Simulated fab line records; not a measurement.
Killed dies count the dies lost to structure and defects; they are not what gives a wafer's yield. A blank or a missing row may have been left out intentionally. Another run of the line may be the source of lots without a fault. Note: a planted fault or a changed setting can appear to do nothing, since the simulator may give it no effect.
Which tool was responsible? | flow n5 finfet | 21 lots, 63 wafers sampled, at 5 steps of a route of 1938

## WHAT EACH GAUGE READ, for each wafer
N5_MOL_CONTACT_COAG_OVL_MEAS_41. Usual: VD_OVL -0.2 nm, standard deviation 0.61.
lot  | measured     | on         | VD_OVL (nm)    | flag
L074 | day 5 13:23  | overlay-01 | -0.1 0.4 0.1   |
L075 | day 5 15:51  | overlay-02 | -2.0 -0.5 -0.6 |
L076 | day 5 21:00  | overlay-02 | 1.0 0.5 0.0    |
L077 | day 5 21:34  | overlay-02 | -0.3 -0.8 0.6  |
L078 | day 6 04:02  | overlay-01 | 0.0 0.1 -0.6   |
L079 | day 6 11:31  | overlay-02 | -0.2 -0.3 -0.2 |
L080 | day 6 16:34  | overlay-01 | -1.9 -0.9 -1.1 |
L081 | day 6 21:30  | overlay-02 | 0.3 -0.1 0.3   |
L082 | day 7 02:13  | overlay-02 | 0.2 0.7 -0.9   |
L083 | day 7 11:56  | overlay-01 | 0.4 0.2 0.8    |
L084 | day 7 16:34  | overlay-02 | -0.5 -0.1 -0.8 |
L085 | day 8 00:34  | overlay-02 | -0.6 0.7 -0.2  |
L086 | day 8 03:31  | overlay-01 | 0.2 -0.2 -0.8  |
L087 | day 8 09:09  | overlay-02 | 0.0 0.1 -0.1   |
L090 | day 9 03:28  | overlay-01 | 1.3 0.0 0.3    |
L091 | day 9 10:02  | overlay-01 | -1.1 -0.3 0.2  |
L092 | day 9 17:26  | overlay-01 | 0.3 -0.3 0.0   |
L093 | day 9 21:20  | overlay-01 | -0.9 -1.0 -0.2 |
L094 | day 10 04:25 | overlay-01 | -0.3 0.5 -0.7  |
L095 | day 10 08:27 | overlay-01 | -0.7 0.4 -0.5  |
L097 | day 10 20:48 | overlay-01 | 0.3 0.1 -0.8   |

## TOOL THAT RAN EACH LOT (tool first, then ch and the chambers of the sampled wafers, then the start)
lot  | N5_GATE_CUT_VAPOR_ETCH_49         | N5_MOL_CONTACT_COAG_ETCH_59        | N5_MOL_CONTACT_COAG_ETCH_106       | N5_MOL_CONTACT_COAG_ETCHBACK_135
L074 | rie metal-03 ch 0,1, day 4 19:41  | rie diel-05 ch 0,1,3, day 4 22:58  | rie diel-05 ch 0,1,3, day 4 23:01  | rie diel-06 ch 0,3, day 5 12:33
L075 | rie metal-02 ch 0,1, day 5 01:15  | rie diel-06 ch 0,1,3, day 5 04:47  | rie diel-06 ch 0,1,3, day 5 04:52  | rie diel-02 ch 0,1,3, day 5 14:59
L076 | rie metal-02 ch 0,1, day 5 04:53  | rie diel-02 ch 0,1,2, day 5 09:07  | rie diel-02 ch 0,1,2, day 5 09:10  | rie diel-06 ch 0,1,3, day 5 20:09
L077 | rie metal-02 ch 0,1, day 5 07:12  | rie diel-05 ch 0,1,2, day 5 10:25  | rie diel-05 ch 0,1,2, day 5 10:28  | rie diel-02 ch 1,2,3, day 5 20:43
L078 | rie metal-02 ch 0,1, day 5 14:04  | rie diel-05 ch 0,1,3, day 5 17:17  | rie diel-05 ch 0,1,3, day 5 17:20  | rie diel-05 ch 1,2, day 6 03:12
L079 | rie metal-03 ch 0,1, day 5 20:56  | rie diel-02 ch 0,3, day 6 00:29    | rie diel-02 ch 0,3, day 6 00:32    | rie diel-02 ch 1,3, day 6 10:48
L080 | rie metal-02 ch 0,1, day 6 01:43  | rie diel-06 ch 1,3, day 6 05:08    | rie diel-06 ch 1,3, day 6 05:11    | rie diel-06 ch 1,3, day 6 15:43
L081 | rie metal-01 ch 0,1, day 6 07:22  | rie diel-06 ch 0,1,3, day 6 11:04  | rie diel-06 ch 0,1,3, day 6 11:07  | rie diel-02 ch 1,2,3, day 6 20:39
L082 | rie metal-01 ch 0,1, day 6 12:52  | rie diel-06 ch 0,3, day 6 16:12    | rie diel-06 ch 0,3, day 6 16:15    | rie diel-05 ch 1,2, day 7 01:29
L083 | rie metal-03 ch 0,1, day 6 16:53  | rie diel-06 ch 0,1, day 6 20:55    | rie diel-06 ch 0,1, day 6 20:58    | rie diel-02 ch 0,3, day 7 11:13
L084 | rie metal-01 ch 0, day 6 22:57    | rie diel-06 ch 0,1,2, day 7 02:28  | rie diel-06 ch 0,1,2, day 7 02:31  | rie diel-06 ch 0,3, day 7 15:51
L085 | rie metal-01 ch 0,1, day 7 08:34  | rie diel-02 ch 1,2, day 7 12:02    | rie diel-02 ch 1,2, day 7 12:05    | rie diel-06 ch 0,2, day 7 23:43
L086 | rie metal-02 ch 1, day 7 13:36    | rie diel-05 ch 0,2,3, day 7 16:55  | rie diel-05 ch 0,2,3, day 7 16:57  | rie diel-06 ch 2,3, day 8 02:48
L087 | rie metal-03 ch 0,1, day 7 18:53  | rie diel-06 ch 0,2, day 7 22:13    | rie diel-06 ch 0,2, day 7 22:16    | rie diel-06 ch 0,3, day 8 08:23
L090 | rie metal-01 ch 0,1, day 8 12:03  | rie diel-02 ch 0,2, day 8 15:27    | rie diel-02 ch 0,2, day 8 15:30    | rie diel-05 ch 2,3, day 9 02:37
L091 | rie metal-03 ch 0,1, day 8 19:58  | rie diel-05 ch 2,3, day 8 23:12    | rie diel-05 ch 2,3, day 8 23:16    | rie diel-06 ch 0,1, day 9 09:19
L092 | rie metal-02 ch 0,1, day 9 02:29  | rie diel-02 ch 0,1,3, day 9 05:47  | rie diel-02 ch 0,1,3, day 9 05:50  | rie diel-05 ch 0,2,3, day 9 16:22
L093 | rie metal-02 ch 0,1, day 9 08:11  | rie diel-06 ch 0,1,3, day 9 11:30  | rie diel-06 ch 0,1,3, day 9 11:33  | rie diel-02 ch 0,1,3, day 9 20:29
L094 | rie metal-03 ch 0,1, day 9 13:03  | rie diel-02 ch 2,3, day 9 17:17    | rie diel-02 ch 2,3, day 9 17:20    | rie diel-05 ch 0,2,3, day 10 03:34
L095 | rie metal-01 ch 0,1, day 9 18:30  | rie diel-05 ch 1,2,3, day 9 21:50  | rie diel-05 ch 1,2,3, day 9 21:53  | rie diel-05 ch 0,1,3, day 10 07:36
L097 | rie metal-01 ch 0,1, day 10 08:21 | rie diel-06 ch 0,2,3, day 10 11:33 | rie diel-06 ch 0,2,3, day 10 11:36 | rie diel-02 ch 2,3, day 10 20:04
- N5_GATE_CUT_VAPOR_ETCH_49: etches TiAlC in BCl3/Cl2.
- N5_MOL_CONTACT_COAG_ETCH_59: etches underlayer in N2/H2, target depth 13 nm, time 10.4 s.
- N5_MOL_CONTACT_COAG_ETCH_106: etches SOC in N2/H2, target depth 80 nm, overetch 16 nm, time 120 s.
- N5_MOL_CONTACT_COAG_ETCHBACK_135: etches SiO2 in CHF3, target depth 25 nm, time 16.7 s.

## WHAT THE TOOLS THEMSELVES READ (means of the sampled wafers that have a number; where no wafer has one, the mark that the record gives instead)
N5_GATE_CUT_VAPOR_ETCH_49. Usual: drypump motor current A 5.94 A, standard deviation 0.26; oes product au 0.79 a.u., standard deviation 0.12.
lot  | tool         | drypump motor current A (A) | oes product au (a.u.) | flag
L074 | rie metal-03 | 6.19                        | 0.89                  |
L075 | rie metal-02 | 5.59                        | 0.93                  |
L076 | rie metal-02 | 5.60                        | 0.93                  |
L077 | rie metal-02 | 5.70                        | 0.90                  |
L078 | rie metal-02 | 5.60                        | 0.92                  |
L079 | rie metal-03 | 6.17                        | 0.88                  |
L080 | rie metal-02 | 5.69                        | 0.88                  |
L081 | rie metal-01 | 6.06                        | 0.66                  |
L082 | rie metal-01 | 6.07                        | 0.65                  |
L083 | rie metal-03 | 6.12                        | 0.80                  |
L084 | rie metal-01 | 6.17                        | 0.70                  |
L085 | rie metal-01 | 6.03                        | 0.65                  |
L086 | rie metal-02 | 5.48                        | 0.91                  |
L087 | rie metal-03 | 6.17                        | 0.85                  |
L090 | rie metal-01 | 6.12                        | 0.67                  |
L091 | rie metal-03 | 6.15                        | 0.84                  |
L092 | rie metal-02 | 5.70                        | 0.85                  |
L093 | rie metal-02 | 5.69                        | 0.85                  |
L094 | rie metal-03 | 6.10                        | 0.77                  |
L095 | rie metal-01 | 6.08                        | 0.65                  |
L097 | rie metal-01 | 6.07                        | 0.64                  |

N5_MOL_CONTACT_COAG_ETCH_59. Usual: drypump motor current A is 5.8 A with standard deviation 0.6, etch rf on time s is 10.36 s with standard deviation 0.27, n2 flow sccm is 200.0 sccm with standard deviation 0.58, oes product au is 0.68 a.u. with standard deviation 0.079, rf vpp V is 522.8 V with standard deviation 2.2, showerhead plenum p Torr is 2.50 Torr with standard deviation 0.081, and throttle valve pct is 17.8 % with standard deviation 0.36.
lot  | tool        | drypump motor current A (A) | etch rf on time s (s) | n2 flow sccm (sccm) | oes product au (a.u.) | rf vpp V (V) | showerhead plenum p Torr (Torr) | throttle valve pct (%) | flag
L074 | rie diel-05 | 5.8                         | 10.52                 | 200.4               | 0.75                  | 521.9        | 2.48                            | 17.5                   |
L075 | rie diel-06 | 5.8                         | 10.37                 | 199.8               | 0.63                  | 522.2        | 2.50                            | 18.0                   |
L076 | rie diel-02 | 5.6                         | 10.23                 | 200.6               | 0.77                  | 522.5        | 2.49                            | 17.6                   |
L077 | rie diel-05 | 6.3                         | 10.20                 | 199.6               | 0.71                  | 522.3        | 2.50                            | 17.7                   |
L078 | rie diel-05 | 5.8                         | 10.53                 | 199.7               | 0.74                  | 522.5        | 2.48                            | 17.5                   |
L079 | rie diel-02 | 5.6                         | 10.19                 | 200.0               | 0.67                  | 522.5        | 2.52                            | 18.1                   |
L080 | rie diel-06 | 6.3                         | 10.43                 | 200.2               | 0.62                  | 524.4        | 2.57                            | 17.9                   |
L081 | rie diel-06 | 5.8                         | 10.43                 | 199.9               | 0.61                  | 522.4        | 2.49                            | 18.0                   |
L082 | rie diel-06 | 5.9                         | 10.47                 | 199.9               | 0.63                  | 523.9        | 2.59                            | 18.2                   |
L083 | rie diel-06 | 5.6                         | 10.43                 | 200.1               | 0.59                  | 520.0        | 2.40                            | 17.8                   |
L084 | rie diel-06 | 5.7                         | 10.23                 | 200.3               | 0.68                  | 521.4        | 2.43                            | 17.9                   |
L085 | rie diel-02 | 6.0                         | 10.33                 | 200.0               | 0.71                  | 521.9        | 2.47                            | 17.7                   |
L086 | rie diel-05 | 5.8                         | 10.65                 | 200.0               | 0.66                  | 522.2        | 2.49                            | 17.7                   |
L087 | rie diel-06 | 5.3                         | 10.16                 | 199.6               | 0.67                  | 521.8        | 2.44                            | 18.1                   |
L090 | rie diel-02 | 5.9                         | 10.24                 | 200.6               | 0.70                  | 521.5        | 2.48                            | 17.9                   |
L091 | rie diel-05 | 5.5                         | 10.79                 | 199.8               | 0.66                  | 522.1        | 2.49                            | 17.6                   |
L092 | rie diel-02 | 5.5                         | 10.19                 | 200.0               | 0.70                  | 522.3        | 2.50                            | 17.8                   |
L093 | rie diel-06 | 5.7                         | 10.38                 | 199.4               | 0.68                  | 525.3        | 2.59                            | 17.9                   |
L094 | rie diel-02 | 6.1                         | 10.34                 | 200.1               | 0.61                  | 523.1        | 2.50                            | 18.1                   |
L095 | rie diel-05 | 5.9                         | 10.49                 | 199.5               | 0.68                  | 522.1        | 2.48                            | 17.6                   |
L097 | rie diel-06 | 5.9                         | 10.31                 | 199.8               | 0.65                  | 523.6        | 2.51                            | 18.1                   |

N5_MOL_CONTACT_COAG_ETCH_106. Usual: drypump motor current A 5.8 A, standard deviation 0.6; n2 flow sccm 200.1 sccm, standard deviation 0.61; oes product au 0.72 a.u., standard deviation 0.079; rf vpp V 522.7 V, standard deviation 2.3; showerhead plenum p Torr 2.50 Torr, standard deviation 0.081; throttle valve pct 17.8 %, standard deviation 0.36.
lot  | tool        | drypump motor current A (A) | n2 flow sccm (sccm) | oes product au (a.u.) | rf vpp V (V) | showerhead plenum p Torr (Torr) | throttle valve pct (%) | flag
L074 | rie diel-05 | 5.8                         | 199.5               | 0.78                  | 522.6        | 2.48                            | 17.4                   |
L075 | rie diel-06 | 5.8                         | 199.5               | 0.66                  | 522.0        | 2.50                            | 18.0                   |
L076 | rie diel-02 | 5.7                         | 201.0               | 0.79                  | 522.3        | 2.49                            | 17.6                   |
L077 | rie diel-05 | 6.3                         | 200.4               | 0.73                  | 521.8        | 2.50                            | 17.7                   |
L078 | rie diel-05 | 5.8                         | 199.8               | 0.77                  | 522.3        | 2.48                            | 17.5                   |
L079 | rie diel-02 | 5.6                         | 200.0               | 0.69                  | 523.2        | 2.52                            | 18.0                   |
L080 | rie diel-06 | 6.3                         | 200.3               | 0.66                  | 523.8        | 2.57                            | 17.9                   |
L081 | rie diel-06 | 5.8                         | 199.6               | 0.64                  | 522.8        | 2.49                            | 18.0                   |
L082 | rie diel-06 | 5.9                         | 200.3               | 0.66                  | 524.3        | 2.59                            | 18.2                   |
L083 | rie diel-06 | 5.6                         | 200.0               | 0.62                  | 520.0        | 2.40                            | 17.8                   |
L084 | rie diel-06 | 5.7                         | 200.3               | 0.69                  | 520.9        | 2.43                            | 17.9                   |
L085 | rie diel-02 | 6.1                         | 200.0               | 0.74                  | 521.7        | 2.47                            | 17.6                   |
L086 | rie diel-05 | 5.8                         | 199.7               | 0.71                  | 521.8        | 2.49                            | 17.6                   |
L087 | rie diel-06 | 5.4                         | 200.1               | 0.69                  | 520.9        | 2.44                            | 18.1                   |
L090 | rie diel-02 | 5.8                         | 200.0               | 0.72                  | 522.0        | 2.48                            | 17.8                   |
L091 | rie diel-05 | 5.5                         | 200.2               | 0.71                  | 522.3        | 2.49                            | 17.5                   |
L092 | rie diel-02 | 5.5                         | 199.6               | 0.72                  | 522.6        | 2.50                            | 17.7                   |
L093 | rie diel-06 | 5.7                         | 200.5               | 0.71                  | 525.0        | 2.59                            | 17.9                   |
L094 | rie diel-02 | 6.0                         | 199.1               | 0.64                  | 522.1        | 2.50                            | 18.1                   |
L095 | rie diel-05 | 5.9                         | 200.5               | 0.72                  | 521.6        | 2.48                            | 17.6                   |
L097 | rie diel-06 | 5.9                         | 200.5               | 0.68                  | 522.9        | 2.51                            | 18.1                   |

N5_MOL_CONTACT_COAG_ETCHBACK_135. Usual: drypump motor current A 5.8 A, standard deviation 0.6; oes product au 0.80 a.u., standard deviation 0.09; rf vpp V 518 V, standard deviation 8.8; showerhead plenum p Torr 2.34 Torr, standard deviation 0.066; throttle valve pct 18.70 %, standard deviation 0.28.
lot  | tool        | drypump motor current A (A) | oes product au (a.u.) | rf vpp V (V) | showerhead plenum p Torr (Torr) | throttle valve pct (%) | flag
L074 | rie diel-06 | 5.9                         | 0.74                  | 516          | 2.41                            | 18.93                  |
L075 | rie diel-02 | 5.5                         | 0.86                  | 524          | 2.35                            | 18.52                  |
L076 | rie diel-06 | 5.7                         | 0.72                  | 515          | 2.34                            | 18.89                  |
L077 | rie diel-02 | 5.9                         | 0.82                  | 518          | 2.35                            | 18.62                  |
L078 | rie diel-05 | 6.5                         | 0.79                  | 533          | 2.35                            | 18.68                  |
L079 | rie diel-02 | 5.8                         | 0.78                  | 528          | 2.36                            | 18.69                  |
L080 | rie diel-06 | 6.1                         | 0.71                  | 516          | 2.33                            | 18.76                  |
L081 | rie diel-02 | 5.9                         | 0.81                  | 518          | 2.34                            | 18.64                  |
L082 | rie diel-05 | 6.5                         | 0.78                  | 532          | 2.35                            | 18.69                  |
L083 | rie diel-02 | 5.6                         | 0.77                  | 529          | 2.35                            | 18.79                  |
L084 | rie diel-06 | 5.4                         | 0.73                  | 513          | 2.33                            | 19.05                  |
L085 | rie diel-06 | 5.3                         | 0.79                  | 510          | 2.28                            | 18.96                  |
L086 | rie diel-06 | 6.3                         | 0.86                  | 511          | 2.38                            | 18.72                  |
L087 | rie diel-06 | 6.0                         | 0.72                  | 515          | 2.40                            | 18.98                  |
L090 | rie diel-05 | 5.5                         | 0.78                  | 525          | 2.34                            | 18.42                  |
L091 | rie diel-06 | 5.2                         | 0.78                  | 515          | 2.35                            | 18.90                  |
L092 | rie diel-05 | 5.8                         | 0.75                  | 522          | 2.32                            | 18.54                  |
L093 | rie diel-02 | 5.5                         | 0.81                  | 523          | 2.33                            | 18.58                  |
L094 | rie diel-05 | 5.8                         | 0.75                  | 522          | 2.32                            | 18.54                  |
L095 | rie diel-05 | 5.8                         | 0.81                  | 520          | 2.31                            | 18.49                  |
L097 | rie diel-02 | 6.0                         | 0.72                  | 522          | 2.34                            | 18.94                  |

## THE ANSWER, worked out from the rows above alone
Rule: lot off if the mean of its wafers having a number is beyond 3 standard deviations from the usual mean. A lot without any number at a reading at which 4 lots or more have one is off too. Where the step has rows for the other lots, those lots are counted as sound. After the gauges, taken in route order, come the tools' own readings; for these a lot's mean is taken, as printed above. The first step at which some lot is off is used, and at that step the reading that is off furthest; a lot without a number counts as furthest.
None of the lots is off at any reading shown; this tells nothing.

## WHAT HAD BEEN PUT IN BY THE SIMULATOR
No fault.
